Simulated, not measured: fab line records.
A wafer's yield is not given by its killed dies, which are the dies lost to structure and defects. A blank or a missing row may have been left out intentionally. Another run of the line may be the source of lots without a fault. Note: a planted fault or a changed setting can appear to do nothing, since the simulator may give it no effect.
fab line records / flow nand-harc / part 2 of 2: steps 25 to 30 of 30
record: lots: 5 wafers: 15 last-day: 35
route steps=1302 shown A_ONON_D1@449 A_CHANNEL_HOLE_D1@450
lots that met no fault: from a run of the same line without faults
start-h: start of the lot's first displayed wafer, in hours after the record's first day / wait-h: hours from the lot's prior step to this one / " same as the row above / L1.1+2: a row that stands for several wafers / - no value, or no start given / * or withheld: withheld / < > ~ a bound
route shown NAME@n: names a module that has steps shown in the file, with the first one's number in the route / usual: mean/standard deviation taken from wafers without a fault / same: alike in all rows / chamber/n: place in a boat / sites: each site's reading / _std_site: their standard deviation / _edge_site: the outer-site mean with the inner-site mean subtracted / radius-mm: how far each site lies from the wafer's centre / mask NAME#n: copy n / behind: the most recent tool/chamber to have shaped the wafer / hold: what put the lot on hold/how long, in hours/how the hold closed / device: whichever transistor did not switch (one of n, p or np) / end of line: the route-end tests of the same wafers / a step given without rows: its recipe and nothing more / killed: at the first sort, the dies lost to defects and structure; wafer yield is something else / map: dies across one wafer; x = killed, . = not, _ = none there
set.NAME: the run value of the setting; set.NAME@STEP: its run value at that earlier step / model.NAME: the simulator's own value behind a step, which no gauge read
lots seen at some steps along the route; tables by step, rows by wafer
services: from which hour (start-h, from the record's first day; less than 0 if before it) a tool's chamber was out of use, for how many hours, and why
== steps ==
step: NHARC_A_CHANNEL_HOLE_D1_ETCH_21
recipe: bias-v: 3000 source-w: withheld pressure-mtorr: 20 time-s: 514.3 ar-flow-sccm: 375 c4f8-flow-sccm: 89.3 o2-flow-sccm: 35.7 temp-c: -20 target-depth-a: 16000 chemistry: C4F8/O2/Ar
usual: drypump-motor-current-A: 5.4/0.37 showerhead-plenum-p-Torr: 3.65/0.074 throttle-valve-pct: 32.154/0.0096
lot.wafer=L080.2 tool=har-etch-01 chamber=1 start-h=235.97 wait-h=0.3 drypump-motor-current-A=4.9 rf-hours-counter-h=119 showerhead-plenum-p-Torr=3.71 throttle-valve-pct=32.176
lot.wafer=L080.4 tool=har-etch-01 chamber=1 start-h=235.97 wait-h=0.3 drypump-motor-current-A=4.9 rf-hours-counter-h=- showerhead-plenum-p-Torr=3.71 throttle-valve-pct=32.157
lot.wafer=L080.6 tool=har-etch-01 chamber=1 start-h=235.97 wait-h=0.3 drypump-motor-current-A=4.9 rf-hours-counter-h=- showerhead-plenum-p-Torr=3.71 throttle-valve-pct=32.162
lot.wafer=L084.1 tool=har-etch-02 chamber=0 start-h=284.34 wait-h=0.5 drypump-motor-current-A=5.8 rf-hours-counter-h=352 showerhead-plenum-p-Torr=3.64 throttle-valve-pct=32.142
lot.wafer=L084.3 tool=har-etch-02 chamber=0 start-h=284.34 wait-h=0.5 drypump-motor-current-A=5.7 rf-hours-counter-h=- showerhead-plenum-p-Torr=3.64 throttle-valve-pct=32.160
lot.wafer=L084.4 tool=har-etch-02 chamber=0 start-h=284.34 wait-h=0.5 drypump-motor-current-A=5.7 rf-hours-counter-h=- showerhead-plenum-p-Torr=3.64 throttle-valve-pct=32.158
lot.wafer=L085.4 tool=har-etch-01 chamber=0 start-h=285.67 wait-h=0.3 drypump-motor-current-A=5.8 rf-hours-counter-h=- showerhead-plenum-p-Torr=3.54 throttle-valve-pct=32.158
lot.wafer=L085.6 tool=har-etch-01 chamber=1 start-h=285.67 wait-h=0.3 drypump-motor-current-A=4.9 rf-hours-counter-h=- showerhead-plenum-p-Torr=3.70 throttle-valve-pct=32.160
lot.wafer=L085.5 tool=har-etch-01 chamber=0 start-h=285.67 wait-h=0.3 drypump-motor-current-A=5.8 rf-hours-counter-h=- showerhead-plenum-p-Torr=3.54 throttle-valve-pct=32.144
lot.wafer=L087.1 tool=har-etch-01 chamber=0 start-h=314.09 wait-h=0.3 drypump-motor-current-A=5.8 rf-hours-counter-h=168 showerhead-plenum-p-Torr=3.53 throttle-valve-pct=32.153
lot.wafer=L087.4 tool=har-etch-01 chamber=1 start-h=314.09 wait-h=0.3 drypump-motor-current-A=4.8 rf-hours-counter-h=- showerhead-plenum-p-Torr=3.69 throttle-valve-pct=32.146
lot.wafer=L087.3 tool=har-etch-01 chamber=0 start-h=314.09 wait-h=0.3 drypump-motor-current-A=5.8 rf-hours-counter-h=- showerhead-plenum-p-Torr=3.53 throttle-valve-pct=32.157
lot.wafer=L096.4 tool=har-etch-01 chamber=0 start-h=412.72 wait-h=0.3 drypump-motor-current-A=5.8 rf-hours-counter-h=- showerhead-plenum-p-Torr=3.50 throttle-valve-pct=32.156
lot.wafer=L096.5 tool=har-etch-01 chamber=0 start-h=412.72 wait-h=0.3 drypump-motor-current-A=5.8 rf-hours-counter-h=- showerhead-plenum-p-Torr=3.50 throttle-valve-pct=32.159
lot.wafer=L096.6 tool=har-etch-01 chamber=1 start-h=412.72 wait-h=0.3 drypump-motor-current-A=4.9 rf-hours-counter-h=- showerhead-plenum-p-Torr=3.65 throttle-valve-pct=32.164
step: NHARC_A_CHANNEL_HOLE_D1_ETCH_22
recipe: bias-v: 3000 source-w: withheld pressure-mtorr: 20 time-s: 666.7 ar-flow-sccm: 375 c4f8-flow-sccm: 89.3 o2-flow-sccm: 35.7 temp-c: -20 target-depth-a: 16000 chemistry: C4F8/O2/Ar
usual: drypump-motor-current-A: 5.4/0.38 showerhead-plenum-p-Torr: 3.65/0.074 throttle-valve-pct: 32.155/0.009
lot.wafer=L080.2 tool=har-etch-01 chamber=1 start-h=236.43 wait-h=0.4 drypump-motor-current-A=4.9 rf-hours-counter-h=119 showerhead-plenum-p-Torr=3.71 throttle-valve-pct=32.151
lot.wafer=L080.4 tool=har-etch-01 chamber=1 start-h=236.43 wait-h=0.4 drypump-motor-current-A=4.9 rf-hours-counter-h=- showerhead-plenum-p-Torr=3.71 throttle-valve-pct=32.139
lot.wafer=L080.6 tool=har-etch-01 chamber=1 start-h=236.43 wait-h=0.4 drypump-motor-current-A=4.9 rf-hours-counter-h=- showerhead-plenum-p-Torr=3.71 throttle-valve-pct=32.138
lot.wafer=L084.1 tool=har-etch-02 chamber=0 start-h=285.24 wait-h=0.7 drypump-motor-current-A=5.7 rf-hours-counter-h=353 showerhead-plenum-p-Torr=3.64 throttle-valve-pct=32.157
lot.wafer=L084.3 tool=har-etch-02 chamber=0 start-h=285.24 wait-h=0.7 drypump-motor-current-A=5.7 rf-hours-counter-h=- showerhead-plenum-p-Torr=3.64 throttle-valve-pct=32.155
lot.wafer=L084.4 tool=har-etch-02 chamber=0 start-h=285.24 wait-h=0.7 drypump-motor-current-A=5.7 rf-hours-counter-h=- showerhead-plenum-p-Torr=3.64 throttle-valve-pct=32.143
lot.wafer=L085.4 tool=har-etch-01 chamber=0 start-h=286.18 wait-h=0.4 drypump-motor-current-A=5.9 rf-hours-counter-h=- showerhead-plenum-p-Torr=3.54 throttle-valve-pct=32.150
lot.wafer=L085.6 tool=har-etch-01 chamber=1 start-h=286.18 wait-h=0.4 drypump-motor-current-A=4.9 rf-hours-counter-h=- showerhead-plenum-p-Torr=3.70 throttle-valve-pct=32.155
lot.wafer=L085.5 tool=har-etch-01 chamber=0 start-h=286.18 wait-h=0.4 drypump-motor-current-A=5.8 rf-hours-counter-h=- showerhead-plenum-p-Torr=3.54 throttle-valve-pct=32.151
lot.wafer=L087.1 tool=har-etch-01 chamber=0 start-h=314.55 wait-h=0.4 drypump-motor-current-A=5.8 rf-hours-counter-h=169 showerhead-plenum-p-Torr=3.53 throttle-valve-pct=32.164
lot.wafer=L087.4 tool=har-etch-01 chamber=1 start-h=314.55 wait-h=0.4 drypump-motor-current-A=4.9 rf-hours-counter-h=- showerhead-plenum-p-Torr=3.69 throttle-valve-pct=32.164
lot.wafer=L087.3 tool=har-etch-01 chamber=0 start-h=314.55 wait-h=0.4 drypump-motor-current-A=5.8 rf-hours-counter-h=- showerhead-plenum-p-Torr=3.53 throttle-valve-pct=32.155
lot.wafer=L096.4 tool=har-etch-01 chamber=0 start-h=413.21 wait-h=0.4 drypump-motor-current-A=5.8 rf-hours-counter-h=- showerhead-plenum-p-Torr=3.50 throttle-valve-pct=32.160
lot.wafer=L096.5 tool=har-etch-01 chamber=0 start-h=413.21 wait-h=0.4 drypump-motor-current-A=5.8 rf-hours-counter-h=- showerhead-plenum-p-Torr=3.50 throttle-valve-pct=32.139
lot.wafer=L096.6 tool=har-etch-01 chamber=1 start-h=413.21 wait-h=0.4 drypump-motor-current-A=4.9 rf-hours-counter-h=- showerhead-plenum-p-Torr=3.65 throttle-valve-pct=32.163
step: NHARC_A_CHANNEL_HOLE_D1_ETCH_23
recipe: bias-v: 5000 source-w: withheld pressure-mtorr: 20 time-s: 819 ar-flow-sccm: 375 c4f8-flow-sccm: 89.3 o2-flow-sccm: 35.7 temp-c: -20 target-depth-a: 16000 chemistry: C4F8/O2/Ar
usual: drypump-motor-current-A: 5.4/0.38 showerhead-plenum-p-Torr: 3.65/0.074 throttle-valve-pct: 32.155/0.0086
lot.wafer=L080.2 tool=har-etch-01 chamber=1 start-h=237.03 wait-h=0.5 drypump-motor-current-A=4.9 rf-hours-counter-h=120 showerhead-plenum-p-Torr=3.71 throttle-valve-pct=32.160
lot.wafer=L080.4 tool=har-etch-01 chamber=1 start-h=237.03 wait-h=0.5 drypump-motor-current-A=4.9 rf-hours-counter-h=- showerhead-plenum-p-Torr=3.71 throttle-valve-pct=32.148
lot.wafer=L080.6 tool=har-etch-01 chamber=1 start-h=237.03 wait-h=0.5 drypump-motor-current-A=4.9 rf-hours-counter-h=- showerhead-plenum-p-Torr=3.71 throttle-valve-pct=32.158
lot.wafer=L084.1 tool=har-etch-02 chamber=0 start-h=286.37 wait-h=0.9 drypump-motor-current-A=5.7 rf-hours-counter-h=354 showerhead-plenum-p-Torr=3.64 throttle-valve-pct=32.155
lot.wafer=L084.3 tool=har-etch-02 chamber=0 start-h=286.37 wait-h=0.9 drypump-motor-current-A=5.7 rf-hours-counter-h=- showerhead-plenum-p-Torr=3.64 throttle-valve-pct=32.155
lot.wafer=L084.4 tool=har-etch-02 chamber=0 start-h=286.37 wait-h=0.9 drypump-motor-current-A=5.8 rf-hours-counter-h=- showerhead-plenum-p-Torr=3.64 throttle-valve-pct=32.175
lot.wafer=L085.4 tool=har-etch-01 chamber=0 start-h=286.81 wait-h=0.5 drypump-motor-current-A=5.8 rf-hours-counter-h=- showerhead-plenum-p-Torr=3.54 throttle-valve-pct=32.160
lot.wafer=L085.6 tool=har-etch-01 chamber=1 start-h=286.81 wait-h=0.5 drypump-motor-current-A=4.9 rf-hours-counter-h=- showerhead-plenum-p-Torr=3.70 throttle-valve-pct=32.152
lot.wafer=L085.5 tool=har-etch-01 chamber=0 start-h=286.81 wait-h=0.5 drypump-motor-current-A=5.8 rf-hours-counter-h=- showerhead-plenum-p-Torr=3.54 throttle-valve-pct=32.162
lot.wafer=L087.1 tool=har-etch-01 chamber=0 start-h=315.14 wait-h=0.5 drypump-motor-current-A=5.8 rf-hours-counter-h=169 showerhead-plenum-p-Torr=3.53 throttle-valve-pct=32.161
lot.wafer=L087.4 tool=har-etch-01 chamber=1 start-h=315.14 wait-h=0.5 drypump-motor-current-A=4.9 rf-hours-counter-h=- showerhead-plenum-p-Torr=3.69 throttle-valve-pct=32.154
lot.wafer=L087.3 tool=har-etch-01 chamber=0 start-h=315.14 wait-h=0.5 drypump-motor-current-A=5.8 rf-hours-counter-h=- showerhead-plenum-p-Torr=3.53 throttle-valve-pct=32.141
lot.wafer=L096.4 tool=har-etch-01 chamber=0 start-h=413.82 wait-h=0.5 drypump-motor-current-A=5.8 rf-hours-counter-h=- showerhead-plenum-p-Torr=3.50 throttle-valve-pct=32.147
lot.wafer=L096.5 tool=har-etch-01 chamber=0 start-h=413.82 wait-h=0.5 drypump-motor-current-A=5.8 rf-hours-counter-h=- showerhead-plenum-p-Torr=3.50 throttle-valve-pct=32.154
lot.wafer=L096.6 tool=har-etch-01 chamber=1 start-h=413.82 wait-h=0.5 drypump-motor-current-A=4.9 rf-hours-counter-h=- showerhead-plenum-p-Torr=3.65 throttle-valve-pct=32.150
step: NHARC_A_CHANNEL_HOLE_D1_ETCH_24
recipe: bias-v: 5000 source-w: withheld pressure-mtorr: 20 time-s: 906.2 ar-flow-sccm: 375 c4f8-flow-sccm: 93.8 o2-flow-sccm: 31.2 temp-c: -20 target-depth-a: 15000 chemistry: C4F8/O2/Ar
usual: drypump-motor-current-A: 5.4/0.37 showerhead-plenum-p-Torr: 3.64/0.074 throttle-valve-pct: 32.234/0.0093
lot.wafer=L080.2 tool=har-etch-01 chamber=1 start-h=237.73 wait-h=0.6 drypump-motor-current-A=4.9 rf-hours-counter-h=121 showerhead-plenum-p-Torr=3.71 throttle-valve-pct=32.237
lot.wafer=L080.4 tool=har-etch-01 chamber=1 start-h=237.73 wait-h=0.6 drypump-motor-current-A=4.9 rf-hours-counter-h=- showerhead-plenum-p-Torr=3.71 throttle-valve-pct=32.231
lot.wafer=L080.6 tool=har-etch-01 chamber=1 start-h=237.73 wait-h=0.6 drypump-motor-current-A=4.9 rf-hours-counter-h=- showerhead-plenum-p-Torr=3.71 throttle-valve-pct=32.235
lot.wafer=L085.4 tool=har-etch-01 chamber=0 start-h=287.54 wait-h=0.6 drypump-motor-current-A=5.8 rf-hours-counter-h=- showerhead-plenum-p-Torr=3.53 throttle-valve-pct=32.228
lot.wafer=L085.6 tool=har-etch-01 chamber=1 start-h=287.54 wait-h=0.6 drypump-motor-current-A=4.9 rf-hours-counter-h=- showerhead-plenum-p-Torr=3.69 throttle-valve-pct=32.249
lot.wafer=L085.5 tool=har-etch-01 chamber=0 start-h=287.54 wait-h=0.6 drypump-motor-current-A=5.8 rf-hours-counter-h=- showerhead-plenum-p-Torr=3.53 throttle-valve-pct=32.224
lot.wafer=L084.1 tool=har-etch-02 chamber=0 start-h=287.75 wait-h=1.2 drypump-motor-current-A=5.7 rf-hours-counter-h=356 showerhead-plenum-p-Torr=3.64 throttle-valve-pct=32.235
lot.wafer=L084.3 tool=har-etch-02 chamber=0 start-h=287.75 wait-h=1.2 drypump-motor-current-A=5.7 rf-hours-counter-h=- showerhead-plenum-p-Torr=3.64 throttle-valve-pct=32.237
lot.wafer=L084.4 tool=har-etch-02 chamber=0 start-h=287.75 wait-h=1.2 drypump-motor-current-A=5.8 rf-hours-counter-h=- showerhead-plenum-p-Torr=3.64 throttle-valve-pct=32.236
lot.wafer=L087.1 tool=har-etch-01 chamber=0 start-h=315.86 wait-h=0.6 drypump-motor-current-A=5.8 rf-hours-counter-h=170 showerhead-plenum-p-Torr=3.52 throttle-valve-pct=32.240
lot.wafer=L087.4 tool=har-etch-01 chamber=1 start-h=315.86 wait-h=0.6 drypump-motor-current-A=4.9 rf-hours-counter-h=- showerhead-plenum-p-Torr=3.68 throttle-valve-pct=32.232
lot.wafer=L087.3 tool=har-etch-01 chamber=0 start-h=315.86 wait-h=0.6 drypump-motor-current-A=5.8 rf-hours-counter-h=- showerhead-plenum-p-Torr=3.53 throttle-valve-pct=32.233
lot.wafer=L096.4 tool=har-etch-01 chamber=0 start-h=414.54 wait-h=0.6 drypump-motor-current-A=5.8 rf-hours-counter-h=- showerhead-plenum-p-Torr=3.49 throttle-valve-pct=32.251
lot.wafer=L096.5 tool=har-etch-01 chamber=0 start-h=414.54 wait-h=0.6 drypump-motor-current-A=5.8 rf-hours-counter-h=- showerhead-plenum-p-Torr=3.49 throttle-valve-pct=32.220
lot.wafer=L096.6 tool=har-etch-01 chamber=1 start-h=414.54 wait-h=0.6 drypump-motor-current-A=4.9 rf-hours-counter-h=- showerhead-plenum-p-Torr=3.65 throttle-valve-pct=32.235
step: NHARC_A_CHANNEL_HOLE_D1_ETCH_25
recipe: bias-v: 5000 source-w: withheld pressure-mtorr: 20 time-s: 1040.2 ar-flow-sccm: 375 c4f8-flow-sccm: 93.8 o2-flow-sccm: 31.2 temp-c: -20 target-depth-a: 15000 chemistry: C4F8/O2/Ar
usual: drypump-motor-current-A: 5.4/0.37 showerhead-plenum-p-Torr: 3.64/0.074 throttle-valve-pct: 32.237/0.0088
lot.wafer=L080.2 tool=har-etch-01 chamber=1 start-h=238.52 wait-h=0.7 drypump-motor-current-A=4.9 rf-hours-counter-h=121 showerhead-plenum-p-Torr=3.71 throttle-valve-pct=32.215
lot.wafer=L080.4 tool=har-etch-01 chamber=1 start-h=238.52 wait-h=0.7 drypump-motor-current-A=4.9 rf-hours-counter-h=- showerhead-plenum-p-Torr=3.71 throttle-valve-pct=32.232
lot.wafer=L080.6 tool=har-etch-01 chamber=1 start-h=238.52 wait-h=0.7 drypump-motor-current-A=4.9 rf-hours-counter-h=- showerhead-plenum-p-Torr=3.71 throttle-valve-pct=32.217
lot.wafer=L085.4 tool=har-etch-01 chamber=0 start-h=288.37 wait-h=0.7 drypump-motor-current-A=5.8 rf-hours-counter-h=- showerhead-plenum-p-Torr=3.53 throttle-valve-pct=32.241
lot.wafer=L085.6 tool=har-etch-01 chamber=1 start-h=288.37 wait-h=0.7 drypump-motor-current-A=4.9 rf-hours-counter-h=- showerhead-plenum-p-Torr=3.69 throttle-valve-pct=32.234
lot.wafer=L085.5 tool=har-etch-01 chamber=0 start-h=288.37 wait-h=0.7 drypump-motor-current-A=5.8 rf-hours-counter-h=- showerhead-plenum-p-Torr=3.53 throttle-valve-pct=32.237
lot.wafer=L084.1 tool=har-etch-02 chamber=0 start-h=289.29 wait-h=1.3 drypump-motor-current-A=5.7 rf-hours-counter-h=357 showerhead-plenum-p-Torr=3.64 throttle-valve-pct=32.227
lot.wafer=L084.3 tool=har-etch-02 chamber=0 start-h=289.29 wait-h=1.3 drypump-motor-current-A=5.7 rf-hours-counter-h=- showerhead-plenum-p-Torr=3.64 throttle-valve-pct=32.239
lot.wafer=L084.4 tool=har-etch-02 chamber=0 start-h=289.29 wait-h=1.3 drypump-motor-current-A=5.7 rf-hours-counter-h=- showerhead-plenum-p-Torr=3.64 throttle-valve-pct=32.227
lot.wafer=L087.1 tool=har-etch-01 chamber=0 start-h=316.66 wait-h=0.7 drypump-motor-current-A=5.8 rf-hours-counter-h=171 showerhead-plenum-p-Torr=3.52 throttle-valve-pct=32.235
lot.wafer=L087.4 tool=har-etch-01 chamber=1 start-h=316.66 wait-h=0.7 drypump-motor-current-A=4.9 rf-hours-counter-h=- showerhead-plenum-p-Torr=3.68 throttle-valve-pct=32.244
lot.wafer=L087.3 tool=har-etch-01 chamber=0 start-h=316.66 wait-h=0.7 drypump-motor-current-A=5.8 rf-hours-counter-h=- showerhead-plenum-p-Torr=3.52 throttle-valve-pct=32.233
lot.wafer=L096.4 tool=har-etch-01 chamber=0 start-h=415.35 wait-h=0.7 drypump-motor-current-A=5.9 rf-hours-counter-h=- showerhead-plenum-p-Torr=3.49 throttle-valve-pct=32.237
lot.wafer=L096.5 tool=har-etch-01 chamber=0 start-h=415.35 wait-h=0.7 drypump-motor-current-A=5.8 rf-hours-counter-h=- showerhead-plenum-p-Torr=3.49 throttle-valve-pct=32.228
lot.wafer=L096.6 tool=har-etch-01 chamber=1 start-h=415.35 wait-h=0.7 drypump-motor-current-A=4.9 rf-hours-counter-h=- showerhead-plenum-p-Torr=3.65 throttle-valve-pct=32.231
step: NHARC_A_CHANNEL_HOLE_D1_ETCH_26
recipe: bias-v: 300 source-w: 2000 pressure-mtorr: 30 time-s: 224.1 ar-flow-sccm: 375 c4f8-flow-sccm: 11.4 o2-flow-sccm: 113.6 temp-c: -20 target-depth-a: 3000 chemistry: C4F8/O2/Ar
usual: drypump-motor-current-A: 5.4/0.37 showerhead-plenum-p-Torr: 3.69/0.078 throttle-valve-pct: 24.585/0.009
lot.wafer=L080.2 tool=har-etch-01 chamber=1 start-h=239.28 wait-h=0.6 drypump-motor-current-A=4.9 rf-hours-counter-h=122 showerhead-plenum-p-Torr=3.76 throttle-valve-pct=24.577
lot.wafer=L080.4 tool=har-etch-01 chamber=1 start-h=239.28 wait-h=0.6 drypump-motor-current-A=4.9 rf-hours-counter-h=- showerhead-plenum-p-Torr=3.76 throttle-valve-pct=24.589
lot.wafer=L080.6 tool=har-etch-01 chamber=1 start-h=239.28 wait-h=0.6 drypump-motor-current-A=4.9 rf-hours-counter-h=- showerhead-plenum-p-Torr=3.76 throttle-valve-pct=24.576
lot.wafer=L085.4 tool=har-etch-01 chamber=0 start-h=288.91 wait-h=0.4 drypump-motor-current-A=5.8 rf-hours-counter-h=- showerhead-plenum-p-Torr=3.58 throttle-valve-pct=24.582
lot.wafer=L085.6 tool=har-etch-01 chamber=1 start-h=288.91 wait-h=0.4 drypump-motor-current-A=4.8 rf-hours-counter-h=- showerhead-plenum-p-Torr=3.74 throttle-valve-pct=24.598
lot.wafer=L085.5 tool=har-etch-01 chamber=0 start-h=288.91 wait-h=0.4 drypump-motor-current-A=5.8 rf-hours-counter-h=- showerhead-plenum-p-Torr=3.58 throttle-valve-pct=24.599
lot.wafer=L084.1 tool=har-etch-02 chamber=0 start-h=291.06 wait-h=1.5 drypump-motor-current-A=5.7 rf-hours-counter-h=359 showerhead-plenum-p-Torr=3.68 throttle-valve-pct=24.589
lot.wafer=L084.3 tool=har-etch-02 chamber=0 start-h=291.06 wait-h=1.5 drypump-motor-current-A=5.7 rf-hours-counter-h=- showerhead-plenum-p-Torr=3.68 throttle-valve-pct=24.586
lot.wafer=L084.4 tool=har-etch-02 chamber=0 start-h=291.06 wait-h=1.5 drypump-motor-current-A=5.7 rf-hours-counter-h=- showerhead-plenum-p-Torr=3.68 throttle-valve-pct=24.577
lot.wafer=L087.1 tool=har-etch-01 chamber=0 start-h=317.42 wait-h=0.6 drypump-motor-current-A=5.8 rf-hours-counter-h=172 showerhead-plenum-p-Torr=3.56 throttle-valve-pct=24.593
lot.wafer=L087.4 tool=har-etch-01 chamber=1 start-h=317.42 wait-h=0.6 drypump-motor-current-A=4.9 rf-hours-counter-h=- showerhead-plenum-p-Torr=3.73 throttle-valve-pct=24.569
lot.wafer=L087.3 tool=har-etch-01 chamber=0 start-h=317.42 wait-h=0.6 drypump-motor-current-A=5.8 rf-hours-counter-h=- showerhead-plenum-p-Torr=3.56 throttle-valve-pct=24.575
lot.wafer=L096.4 tool=har-etch-01 chamber=0 start-h=415.99 wait-h=0.5 drypump-motor-current-A=5.8 rf-hours-counter-h=- showerhead-plenum-p-Torr=3.53 throttle-valve-pct=24.592
lot.wafer=L096.5 tool=har-etch-01 chamber=0 start-h=415.99 wait-h=0.5 drypump-motor-current-A=5.8 rf-hours-counter-h=- showerhead-plenum-p-Torr=3.53 throttle-valve-pct=24.586
lot.wafer=L096.6 tool=har-etch-01 chamber=1 start-h=415.99 wait-h=0.5 drypump-motor-current-A=4.9 rf-hours-counter-h=- showerhead-plenum-p-Torr=3.69 throttle-valve-pct=24.579
== services ==
tool=arfi-scanner-03 chamber=- start-h=209.94 hours=0.7 kind=repair
tool=rie-diel-05 chamber=1 start-h=217.61 hours=2.8 kind=repair
tool=har-etch-01 chamber=- start-h=224.21 hours=2.2 kind=repair
tool=pecvd-02 chamber=- start-h=227.19 hours=13.0 kind=pm
tool=rie-diel-05 chamber=- start-h=229.66 hours=9.0 kind=pm
tool=rie-diel-05 chamber=- start-h=240.70 hours=0.8 kind=repair
tool=acl-dep-02 chamber=- start-h=243.23 hours=13.0 kind=pm
tool=arfi-scanner-01 chamber=- start-h=252.00 hours=4.0 kind=pm
tool=rie-diel-06 chamber=1 start-h=260.18 hours=18.7 kind=repair
tool=rie-diel-06 chamber=- start-h=260.32 hours=0.3 kind=repair
tool=arfi-scanner-03 chamber=- start-h=260.85 hours=0.5 kind=repair
tool=pecvd-04 chamber=- start-h=269.52 hours=13.0 kind=pm
tool=pecvd-03 chamber=1 start-h=275.86 hours=7.8 kind=repair
tool=arfi-scanner-01 chamber=- start-h=285.44 hours=10.8 kind=repair
tool=acl-dep-03 chamber=- start-h=299.80 hours=13.0 kind=pm
tool=rie-diel-06 chamber=- start-h=307.20 hours=9.0 kind=pm
tool=litho-track-01 chamber=- start-h=330.00 hours=7.0 kind=pm
tool=litho-track-06 chamber=- start-h=354.00 hours=7.0 kind=pm
tool=har-etch-01 chamber=- start-h=354.24 hours=1.8 kind=repair
tool=arfi-scanner-03 chamber=- start-h=370.32 hours=4.0 kind=pm
tool=har-etch-02 chamber=- start-h=377.00 hours=17.0 kind=pm
tool=litho-track-04 chamber=- start-h=378.00 hours=7.0 kind=pm
tool=arfi-scanner-01 chamber=- start-h=382.39 hours=5.7 kind=repair
tool=rie-diel-05 chamber=- start-h=406.72 hours=9.0 kind=pm
